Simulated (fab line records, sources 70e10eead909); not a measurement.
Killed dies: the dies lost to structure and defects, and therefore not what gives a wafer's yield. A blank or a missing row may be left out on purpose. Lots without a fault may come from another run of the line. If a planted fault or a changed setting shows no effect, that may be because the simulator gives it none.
Matching of chambers + flow nandHarc + NHARC_A_STAIRCASE_ETCH_271 on rieDiel-06: 4 sister chambers
The step etches the open film in CF4/CHF3. 20 wafers are shown with their chamber, then 10 later ones without.

WAFERS WITH THEIR CHAMBER
| wafer  | chamber | drypumpMotorCurrentA (A) | showerheadPlenumPTorr (Torr) | rfVppV (V) |
|--------|---------|--------------------------|------------------------------|------------|
| L078.3 | 0       | 5.01                     | 1.68                         | 375.3      |
| L078.4 | 1       | 5.26                     | 1.56                         | 371.4      |
| L078.6 | 0       | 4.99                     | 1.68                         | 374.0      |
| L080.1 | 1       | 5.28                     | 1.55                         | 369.6      |
| L080.3 | 0       | 5.01                     | 1.68                         | 376.1      |
| L080.5 | 1       | 5.24                     | 1.55                         | 369.8      |
| L083.2 | 2       | 5.42                     | 1.51                         | 367.4      |
| L083.4 | 0       | 5.02                     | 1.67                         | 372.9      |
| L083.5 | 2       | 5.41                     | 1.51                         | 367.8      |
| L087.1 | 0       | 5.03                     | 1.67                         | 374.8      |
| L087.4 | 3       | 5.91                     | 1.59                         | 370.6      |
| L087.6 | 2       | 5.42                     | 1.51                         | 369.2      |
| L088.1 | 1       | 5.24                     | 1.55                         | 370.1      |
| L088.2 | 2       | 5.41                     | 1.51                         | 366.1      |
| L088.5 | 2       | 5.41                     | 1.51                         | 369.1      |
| L089.1 | 2       | 5.42                     | 1.51                         | 368.2      |
| L089.3 | 0       | 5.01                     | 1.67                         | 372.5      |
| L089.6 | 0       | 5.00                     | 1.67                         | 374.0      |
| L090.2 | 0       | 4.99                     | 1.67                         | 374.3      |
| L090.3 | 3       | 5.94                     | 1.59                         | 371.9      |

SIGNATURES (averages over the wafers above)
| reading               | chamber 0 | chamber 1 | chamber 2 | chamber 3 | scatter within a chamber |
|-----------------------|-----------|-----------|-----------|-----------|--------------------------|
| drypumpMotorCurrentA  | 5.0075    | 5.2550    | 5.4150    | 5.9250    | 0.0138                   |
| showerheadPlenumPTorr | 1.6737    | 1.5525    | 1.5100    | 1.5900    | 0.00405                  |
| rfVppV                | 374.238   | 370.225   | 367.967   | 371.250   | 1.1                      |
Rule: a wafer lies at a distance from a chamber equal to the root of the sum of squares, over the readings, of (its reading less the chamber's mean, divided by the reading's scatter). If the next closest chamber is less than 2 further off than the closest, the wafer can't be placed; otherwise it belongs to the closest. How the scatter is found: for the shown wafers, subtract from each reading the mean of its chamber, square and add these, divide the total by (wafers less chambers), then take the root.

WAFERS WITHOUT THEIR CHAMBER
| wafer  | drypumpMotorCurrentA (A) | showerheadPlenumPTorr (Torr) | rfVppV (V) |
|--------|--------------------------|------------------------------|------------|
| L090.6 | 4.99                     | 1.67                         | 375.9      |
| L092.4 | 5.41                     | 1.51                         | 368.9      |
| L092.5 | 5.40                     | 1.51                         | 368.7      |
| L092.6 | 5.24                     | 1.55                         | 369.2      |
| L091.1 | 5.93                     | 1.59                         | 372.5      |
| L091.2 | 5.02                     | 1.67                         | 373.0      |
| L091.3 | 5.25                     | 1.55                         | 369.2      |
| L094.1 | 5.01                     | 1.66                         | 374.2      |
| L094.3 | 5.21                     | 1.54                         | 369.1      |
| L094.4 | 5.89                     | 1.59                         | 370.3      |

THE CHAMBER EACH PASSED THROUGH
| wafer  | from the rows above | in truth |
|--------|---------------------|----------|
| L090.6 | 0                   | 0        |
| L092.4 | 2                   | 2        |
| L092.5 | 2                   | 2        |
| L092.6 | 1                   | 1        |
| L091.1 | 3                   | 3        |
| L091.2 | 0                   | 0        |
| L091.3 | 1                   | 1        |
| L094.1 | 0                   | 0        |
| L094.3 | 1                   | 1        |
| L094.4 | 3                   | 3        |
Correct placement for 10 of the 10. Can't be placed from these rows: 0. 0 placed wrongly.
